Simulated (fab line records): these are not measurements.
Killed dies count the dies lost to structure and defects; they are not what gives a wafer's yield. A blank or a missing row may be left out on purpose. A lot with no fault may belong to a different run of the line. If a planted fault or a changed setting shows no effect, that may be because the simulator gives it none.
What tool caused it? + flow n5_finfet + 9 lots, 25 wafers sampled, at 6 steps of a route of 1938

== WHAT EACH GAUGE READ, for each wafer ==
N5_SDB_INSPECT_36: inspects for defects (darkfield).
| lot  | measured    | on                | raw_defect_count |
|------|-------------|-------------------|------------------|
| L234 | day 5 15:54 | defect_inspect-01 | 17 24 44         |
| L235 | day 5 17:20 | defect_inspect-01 | 18 14 34         |
| L236 | day 6 00:31 | defect_inspect-01 | 52 42 58         |
| L239 | day 6 19:58 | defect_inspect-02 | 39 37 47         |
| L240 | day 6 22:10 | defect_inspect-02 | 41 16 22         |
| L247 | day 8 15:52 | defect_inspect-01 | 54 39            |
| L249 | day 9 05:03 | defect_inspect-01 | 19 23 30         |
| L250 | day 9 09:04 | defect_inspect-02 | 40 54            |
| L251 | day 9 17:06 | defect_inspect-01 | 35 44 53         |

N5_HKMG_FIN_THK_MEAS_70: measures by xrf.
| lot  | measured    | on            | HK_THK (nm)       |
|------|-------------|---------------|-------------------|
| L234 | day 5 19:59 | film_metro-02 | 1.655 1.643 1.642 |
| L235 | day 5 21:31 | film_metro-02 | 1.632 1.631 1.593 |
| L236 | day 6 04:40 | film_metro-01 | 1.647 1.639 1.622 |
| L239 | day 7 00:24 | film_metro-01 | 1.597 1.598 1.623 |
| L240 | day 7 02:24 | film_metro-01 | 1.591 1.608 1.624 |
| L247 | day 8 19:56 | film_metro-01 | 2.151 1.620       |
| L249 | day 9 09:37 | film_metro-01 | 1.620 1.608 2.151 |
| L250 | day 9 13:11 | film_metro-01 | 2.155 2.147       |
| L251 | day 9 21:23 | film_metro-02 | 1.653 1.640 1.608 |

N5_BEOL_M4_RC_MEAS_101.
| lot  | measured     | on        | DIBL_N (mV/V)  | DIBL_P (mV/V)  | EOT_N             | EOT_P             | IGATE_N (nA/um)      | IGATE_P (nA/um)      | IOFF_N (nA/um)    | IOFF_P (nA/um)    | ION_N (uA/um) | ION_P (uA/um) | SS_N (mV/dec)  | SS_P (mV/dec)  | VT_N (mV)         | VT_P (mV)      |
|------|--------------|-----------|----------------|----------------|-------------------|-------------------|----------------------|----------------------|-------------------|-------------------|---------------|---------------|----------------|----------------|-------------------|----------------|
| L234 | day 9 20:58  | prober-01 | 36.2 35.4 36.4 | 36.6 34.5 37.0 | 10.41 10.39 10.49 | 10.38 10.37 10.24 | 0.0156 0.0142 0.0139 | 0.0047 0.0044 0.0043 | 0.161 0.140 0.168 | 0.244 0.202 0.238 | 670 670 679   | 472 462 470   | 71.7 71.5 71.6 | 74.0 72.5 73.5 | 248.0 250.6 248.6 | -245 -246 -246 |
| L235 | day 10 00:01 | prober-01 | 38.3 35.9 37.5 | 38.1 33.7 36.4 | 10.83 10.67 10.67 | 10.67 10.73 10.53 | 0.0094 0.0100 0.0115 | 0.0029 0.0031 0.0035 | 0.188 0.130 0.166 | 0.269 0.193 0.238 | 683 663 663   | 473 467 462   | 71.7 71.6 72.2 | 74.7 72.2 73.8 | 248.0 253.9 250.4 | -245 -249 -250 |
| L236 | day 10 11:13 | prober-01 | 36.3 37.1 36.9 | 37.3 37.9 37.7 | 10.66 10.48 10.53 | 10.57 10.46 10.54 | 0.0093 0.0107 0.0111 | 0.0028 0.0033 0.0034 | 0.169 0.187 0.176 | 0.261 0.267 0.256 | 678 673 689   | 474 474 474   | 71.1 72.0 71.9 | 74.2 73.4 73.4 | 248.6 245.1 248.4 | -245 -243 -244 |
| L239 | day 11 02:08 | prober-02 | 39.2 40.3 38.9 | 39.4 40.9 39.0 | 10.38 10.49 10.47 | 10.36 10.47 10.55 | 0.0154 0.0132 0.0123 | 0.0047 0.0040 0.0037 | 0.188 0.209 0.170 | 0.213 0.247 0.197 | 679 668 674   | 461 456 455   | 72.3 72.9 72.2 | 74.0 75.4 74.6 | 248.0 247.4 250.9 | -251 -249 -254 |
| L240 | day 11 04:09 | prober-01 | 35.7 37.9 36.0 | 35.4 37.3 35.4 | 10.42 10.46 10.43 | 10.44 10.50 10.45 | 0.0137 0.0137 0.0154 | 0.0042 0.0042 0.0047 | 0.134 0.174 0.140 | 0.212 0.239 0.210 | 666 681 675   | 469 465 468   | 70.7 72.1 71.0 | 72.5 73.1 72.9 | 251.2 249.5 249.9 | -249 -246 -249 |
| L247 | day 13 01:26 | prober-02 | 37.8 36.5      | 39.4 37.8      | 11.50 10.45       | 11.51 10.47       | 0.0003 0.0138        | 0.0001 0.0042        | 0.184 0.161       | 0.248 0.225       | 657 674       | 456 464       | 72.2 72.0      | 73.6 73.4      | 248.1 252.8       | -250 -250      |
| L249 | day 12 22:23 | prober-01 | 35.9 34.7 37.9 | 35.8 34.1 37.5 | 10.58 10.62 11.58 | 10.59 10.44 11.58 | 0.0117 0.0120 0.0003 | 0.0035 0.0036 0.0001 | 0.153 0.133 0.172 | 0.224 0.208 0.271 | 681 670 646   | 465 466 455   | 71.5 70.7 71.9 | 73.0 73.3 73.8 | 249.2 252.9 248.2 | -249 -246 -244 |
| L250 | day 13 13:27 | prober-01 | 37.1 40.2      | 39.8 42.9      | 11.55 11.35       | 11.39 11.54       | 0.0004 0.0003        | 0.0001 0.0001        | 0.177 0.246       | 0.236 0.289       | 661 670       | 451 449       | 71.3 73.5      | 73.9 75.0      | 249.8 245.9       | -247 -247      |
| L251 | day 13 16:08 | prober-02 | 37.0 36.4 36.7 | 36.3 36.3 36.4 | 10.59 10.62 10.53 | 10.53 10.49 10.51 | 0.0120 0.0118 0.0124 | 0.0036 0.0035 0.0038 | 0.169 0.166 0.173 | 0.218 0.213 0.222 | 677 682 680   | 459 464 464   | 72.2 71.4 72.0 | 72.9 74.0 73.8 | 249.2 247.6 247.2 | -251 -252 -249 |

== WHICH TOOL RAN EACH LOT (tool, then ch and the chambers of the sampled wafers, then the start) ==
| lot  | N5_SDB_ETCH_17                    | N5_SDB_ETCH_25                    | N5_HKMG_FIN_HK_ALD_01           |
|------|-----------------------------------|-----------------------------------|---------------------------------|
| L234 | rie_diel-01 ch 0,1,3, day 5 12:05 | rie_diel-06 ch 1,2,3, day 5 12:35 | ald_hk-02 ch 0,1,3, day 5 16:29 |
| L235 | rie_diel-02 ch 0,1,2, day 5 12:58 | rie_diel-06 ch 1,2,3, day 5 13:27 | ald_hk-03 ch 0,2,3, day 5 17:56 |
| L236 | rie_diel-02 ch 1,2, day 5 20:41   | rie_diel-06 ch 0,2,3, day 5 21:11 | ald_hk-01 ch 0,1,3, day 6 01:11 |
| L239 | rie_diel-02 ch 1,2,3, day 6 14:57 | rie_diel-02 ch 0,1,2, day 6 15:38 | ald_hk-03 ch 0,2,3, day 6 20:34 |
| L240 | rie_diel-01 ch 1,2,3, day 6 18:20 | rie_diel-01 ch 0,1, day 6 18:50   | ald_hk-03 ch 0,2, day 6 22:44   |
| L247 | rie_diel-01 ch 1,3, day 8 11:41   | rie_diel-06 ch 1,3, day 8 12:28   | ald_hk-03 ch 2,3, day 8 16:26   |
| L249 | rie_diel-06 ch 1,2,3, day 9 00:50 | rie_diel-06 ch 0,2,3, day 9 01:43 | ald_hk-03 ch 1,2,3, day 9 05:38 |
| L250 | rie_diel-02 ch 0, day 9 05:16     | rie_diel-06 ch 0,3, day 9 05:45   | ald_hk-03 ch 0,3, day 9 09:40   |
| L251 | rie_diel-01 ch 1,2, day 9 13:17   | rie_diel-01 ch 0,1,3, day 9 13:47 | ald_hk-02 ch 1,2,3, day 9 17:41 |
- N5_SDB_ETCH_17: etches SiARC in CF4, target depth 23.4 nm, time 39 s.
- N5_SDB_ETCH_25: etches SiO2 in C4F6/O2, target depth 10 nm, time 3.3 s.
- N5_HKMG_FIN_HK_ALD_01: deposits HfO2, target thk 1.6 nm, pulse time 3 s, purge time 3 s.

== AS READ BY THE TOOLS THEMSELVES (means over the sampled wafers that have a number; for cases with no such wafer, the mark the record gives instead) ==
N5_SDB_ETCH_17.
| lot  | tool        | drypump_motor_current_A (A) | etch_rf_on_time_s (s) | oes_product_au (a.u.) | rf_vpp_V (V) | showerhead_plenum_p_Torr (Torr) | throttle_valve_pct (%) |
|------|-------------|-----------------------------|-----------------------|-----------------------|--------------|---------------------------------|------------------------|
| L234 | rie_diel-01 | 5.8                         | 38.8                  | 0.70                  | 184.2        | 2.19                            | 15.57                  |
| L235 | rie_diel-02 | 6.0                         | 38.8                  | 0.64                  | 184.5        | 2.16                            | 15.57                  |
| L236 | rie_diel-02 | 6.4                         | 38.4                  | 0.64                  | 184.8        | 2.22                            | 15.58                  |
| L239 | rie_diel-02 | 6.2                         | 38.4                  | 0.65                  | 184.6        | 2.17                            | 15.52                  |
| L240 | rie_diel-01 | 5.6                         | 38.6                  | 0.68                  | 185.3        | 2.24                            | 15.64                  |
| L247 | rie_diel-01 | 5.9                         | 38.8                  | 0.69                  | 186.0        | 2.25                            | 15.50                  |
| L249 | rie_diel-06 | 5.6                         | 39.0                  | 0.68                  | 184.4        | 2.15                            | 15.75                  |
| L250 | rie_diel-02 | 5.5                         | 38.0                  | 0.83                  | 186.2        | 2.27                            | 15.18                  |
| L251 | rie_diel-01 | 5.4                         | 39.1                  | 0.67                  | 184.6        | 2.24                            | 15.61                  |

N5_SDB_ETCH_25.
| lot  | tool        | C4F6_flow_sccm (sccm) | drypump_motor_current_A (A) | oes_product_au (a.u.) | rf_vpp_V (V) | showerhead_plenum_p_Torr (Torr) | throttle_valve_pct (%) |
|------|-------------|-----------------------|-----------------------------|-----------------------|--------------|---------------------------------|------------------------|
| L234 | rie_diel-06 | 9.970                 | 5.6                         | 0.73                  | 662          | 2.87                            | 21.41                  |
| L235 | rie_diel-06 | 9.985                 | 5.6                         | 0.74                  | 661          | 2.87                            | 21.41                  |
| L236 | rie_diel-06 | 10.027                | 5.8                         | 0.85                  | 664          | 2.87                            | 21.27                  |
| L239 | rie_diel-02 | 10.007                | 6.0                         | 0.74                  | 660          | 2.87                            | 21.13                  |
| L240 | rie_diel-01 | 9.980                 | 5.6                         | 0.83                  | 666          | 2.92                            | 21.10                  |
| L247 | rie_diel-06 | 9.971                 | 5.7                         | 0.84                  | 660          | 2.83                            | 21.20                  |
| L249 | rie_diel-06 | 10.038                | 5.8                         | 0.80                  | 664          | 2.86                            | 21.31                  |
| L250 | rie_diel-06 | 10.005                | 6.1                         | 0.83                  | 664          | 2.81                            | 21.20                  |
| L251 | rie_diel-01 | 9.975                 | 5.8                         | 0.78                  | 666          | 2.90                            | 21.19                  |

N5_HKMG_FIN_HK_ALD_01.
| lot  | tool      | precursor_pulse_height_rel |
|------|-----------|----------------------------|
| L234 | ald_hk-02 | 1.006                      |
| L235 | ald_hk-03 | 1.014                      |
| L236 | ald_hk-01 | 0.998                      |
| L239 | ald_hk-03 | 1.010                      |
| L240 | ald_hk-03 | 1.024                      |
| L247 | ald_hk-03 | 1.004                      |
| L249 | ald_hk-03 | 0.986                      |
| L250 | ald_hk-03 | 1.012                      |
| L251 | ald_hk-02 | 0.993                      |

== THE ANSWER, worked out from the rows above alone ==
Rule: the usual values come from the lots themselves. Put in order of their means at a reading, lots are off if they are a third of the lots or fewer, leave a main group of 4 or more, and stand apart from it by a gap of 3 or more times the standard deviation of the main group's means; of several such gaps the widest counts. If all means in a main group match to the digits the tables above print for the reading, that group is not used. A lot without any number at a reading at which 4 lots or more have one is off too. All remaining lots with rows at the step are treated as sound. After the gauges, taken in route order, come the tools' own readings; for these a lot's mean is taken, as printed above. The first step at which some lot is off is used, and at that step the reading that is off furthest; a lot without a number counts as furthest.
Off: L247, L249, L250, seen at N5_HKMG_FIN_THK_MEAS_70 (HK_THK). Mean 1.625 nm and standard deviation 0.015 in the main group.
If a tool, at a process step before that reading, ran all the lots that are off and no sound lot after the first of them, it fits. Gauges at N5_HKMG_FIN_THK_MEAS_70: tried the same way as those tools. Can't be told from this: 3 tools fit, rie_diel-06 at N5_SDB_ETCH_25, ald_hk-03 at N5_HKMG_FIN_HK_ALD_01, film_metro-01 at N5_HKMG_FIN_THK_MEAS_70.

== WHAT THE SIMULATOR HAD PUT IN ==
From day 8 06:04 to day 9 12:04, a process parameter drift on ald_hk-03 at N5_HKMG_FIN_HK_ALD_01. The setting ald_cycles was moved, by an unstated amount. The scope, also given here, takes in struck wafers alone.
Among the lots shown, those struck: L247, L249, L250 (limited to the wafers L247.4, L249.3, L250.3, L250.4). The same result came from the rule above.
